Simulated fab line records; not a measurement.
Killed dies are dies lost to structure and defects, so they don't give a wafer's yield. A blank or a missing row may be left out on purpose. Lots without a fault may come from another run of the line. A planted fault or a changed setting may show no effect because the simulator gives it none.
Code-filled problem report in 8D (eight disciplines) form | flow nand-harc | the parts of the form that need people (team, actions taken, sign-off) are left out

1. THE PROBLEM
Mean of killed-at-periphery at NHARC_END_SORT_01: 70.7 across 3 wafers in 2 lots; on wafers with no fault it is 3.4 (standard deviation 2.4). Measured from the usual mean, that is +28 standard deviations.
First seen on wafer L630.6, day 24 11:57, on prober-01. Wafers with a number at this step in the record: 12, from 4 lots. Rule for "out", or "out of limits": more than 4 standard deviations from the usual mean. All remaining wafers that have a number are taken as sound.

2. WHAT IT IS; WHAT IT IS NOT
question                    | is                                                                                                                  | is not
which readings at this step | killed-at-periphery, defect-limited-yield, killed-dies, sort_bin_2_pct, sort_bin_3_pct, sort-n-pass, sort-yield-pct | killed-at-array, killed-short, sort-rim-yield-pct
which lots                  | L629, L630                                                                                                          | L620, L640
which wafers of those lots  | L629.4, L629.6, L630.6                                                                                              | L629.1, L630.1, L630.2
read on which gauges        | prober-01, prober-02                                                                                                | -
when                        | from day 24 11:57                                                                                                   | up to then (5 sound wafers); but 4 sound wafers of L629, L640 came after

3. THE SUSPECTS, EACH WITH WHAT RULES IT OUT
Counting: if a tool at a process step up to the reading ran every lot that is out, it stays a suspect. Sound lots after the first of them don't rule it out here, since some wafers of a struck lot are sound.
- ruled out: the gauge at NHARC_END_SORT_01. 2 gauges (prober-01, prober-02) read the wafers that are out.
- pvd-sputter-01 at NHARC_P_BONDPAD_PVD_27 (deposits Cu, target thk 30 nm, time 20.49 s): kept. Every lot that is out went through it, the first being L630 (day 9 11:51); the last sound lot it ran before that was L620 (day 7 01:10).
Left after counting: pvd-sputter-01 at NHARC_P_BONDPAD_PVD_27.

4. THE CAUSE (what the simulator had put in)
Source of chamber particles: pvd-sputter-01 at NHARC_P_BONDPAD_PVD_27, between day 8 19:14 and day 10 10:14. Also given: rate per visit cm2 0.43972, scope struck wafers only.
Counting left only this tool.

5. SEQUENCE OF EFFECTS, ordered by route
One row per reading whose mean, taken over the struck wafers that have a number, lies over 3 standard deviations from the usual. Only readings whose record carries a usual standard deviation are examined. hours: median over the lots of the time between each lot's start at the first step of this table that gives one and its start at this step. sigmas: the change, counted in usual standard deviations.
hours | step              | reading              | usual  | on struck wafers | change | sigmas
0     | NHARC_END_SORT_01 | defect-limited-yield | 95.6 % | 85.9             | -9.7   | -6.1
0     | NHARC_END_SORT_01 | killed-at-periphery  | 3.4    | 70.7             | +67.3  | +28
0     | NHARC_END_SORT_01 | killed-dies          | 29     | 95               | +66    | +6.0
0     | NHARC_END_SORT_01 | sort_bin_2_pct       | 1.3 %  | 5.8              | +4.5   | +7.1
0     | NHARC_END_SORT_01 | sort_bin_3_pct       | 0.20 % | 2.22             | +2.02  | +11
0     | NHARC_END_SORT_01 | sort-n-pass          | 648    | 582              | -66    | -6.0
0     | NHARC_END_SORT_01 | sort-yield-pct       | 95.6 % | 85.9             | -9.7   | -6.1

6. WHAT WOULD HAVE CAUGHT IT SOONER
In this record the first reading out of limits at a measuring or inspecting step was taken at day 24 11:57, 377 hours after the fault began at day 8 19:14.
An alarm limit of 4 standard deviations would not have fired on the tool readings at NHARC_P_BONDPAD_PVD_27 for which the record gives a usual standard deviation, since none of them was out on any struck wafer.
Lots out: 2; all had begun NHARC_P_BONDPAD_PVD_27 on pvd-sputter-01 by day 24 11:57. Holding the tool at that point would not have protected any of them.
